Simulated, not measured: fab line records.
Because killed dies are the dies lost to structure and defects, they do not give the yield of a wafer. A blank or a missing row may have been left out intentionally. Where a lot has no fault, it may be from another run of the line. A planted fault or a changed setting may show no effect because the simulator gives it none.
Split-lot experiment ; flow n5_finfet ; on a route of 1938 steps: 7 lots, 21 wafers read

## ABOUT THE SPLIT
At N5_BEOL_M8_DESCUM_33 (chemistry O2, time 7 s), the setting time_s was moved away from the recipe's 7 s on 7 of the 21 wafers read, by -22.3% to +21.3%. The other wafers ran this setting at the recipe's value.

The split's own step is where the reading is taken.

## THE READING
CAR-EUV_of_BEOL_M8_COAT_22.thk_nm (the simulator's own value, which no gauge read), in nm, at N5_BEOL_M8_DESCUM_33 (chemistry O2, time 7 s). The file gives no usual value for it. Average 26.1 nm, standard deviation 0.14 nm, over the 14 wafers here run with the recipe.

wafer;tool, chamber at the split;time_s as run, s;against the recipe;CAR-EUV_of_BEOL_M8_COAT_22.thk_nm, nm;against lot-mates on the recipe
L077.2;rie_diel-02, 1;7;recipe;26.2;-
L077.4;rie_diel-02, 0;8.494;+21.3%;25.4;-0.8
L077.5;rie_diel-02, 0;8.494;+21.3%;25.4;-0.8
L075.1;rie_diel-04, 1;7;recipe;26.2;-
L075.5;rie_diel-04, 0;6.178;-11.7%;26.6;+0.4
L075.6;rie_diel-04, 1;7;recipe;26.2;-
L081.2;rie_diel-02, 0;7;recipe;26.2;-
L081.4;rie_diel-02, 3;7;recipe;26;-
L081.6;rie_diel-02, 2;7;recipe;26.4;-
L090.4;rie_diel-04, 3;7;recipe;25.8;-
L090.5;rie_diel-04, 0;7.877;+12.5%;25.4;-0.5
L090.6;rie_diel-04, 3;7;recipe;26;-
L091.3;rie_diel-05, 0;7;recipe;26.2;-
L091.5;rie_diel-05, 2;7;recipe;26;-
L091.6;rie_diel-05, 1;7;recipe;26;-
L092.1;rie_diel-02, 0;5.44;-22.3%;27;+0.8
L092.3;rie_diel-02, 2;5.44;-22.3%;27;+0.8
L092.4;rie_diel-02, 0;7;recipe;26.2;-
L093.1;rie_diel-04, 3;7;recipe;26.2;-
L093.3;rie_diel-04, 0;7;recipe;26.2;-
L093.6;rie_diel-04, 3;6.011;-14.1%;26.6;+0.4

THE FIT
A straight line over all 21 wafers: CAR-EUV_of_BEOL_M8_COAT_22.thk_nm changes by -0.0381 nm for each +1% of time_s; r = -0.95; the points scatter about the line by 0.14 nm.
The same after taking each lot's own level away (the mean of its wafers on the recipe; 21 wafers): -0.0361 nm for each +1%; r = -0.98; scatter 0.086 nm.
That fit puts the effect of the largest move of time_s on the reading at 0.8 nm.
Measured against the standard deviation above, the lots' own levels, which go from 25.90 to 26.20 nm, span 2.1 times it.
The two slopes agree, so the slope changes little with the lot-to-lot level.
Check: with one of the wafers moved furthest among these (-22.3%) left out of the fit, the line predicts +0.79 nm for it against its lot-mates. It came out at +0.8 nm against them.

## FURTHER SPLITS ON THESE WAFERS
Other splits were also applied to these wafers ahead of the reading. Each is held against what the fit with the lots' levels taken away leaves over:
other split on the same wafers;wafers away from the commonest value;r with CAR-EUV_of_BEOL_M8_COAT_22.thk_nm (lot level and that fit taken away)
N5_BEOL_M6_TRENCH_ETCH_37 time_s;8;-0.04
N5_BEOL_M7_DEP_56 time_s;10;-0.06
N5_BEOL_M8_EXPOSE_25 dose_mj;8;+0.02

## FILE'S OWN FIT
CAR-EUV_of_BEOL_M8_COAT_22.thk_nm changes by -0.0356 nm for each +1% of time_s, r = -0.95.
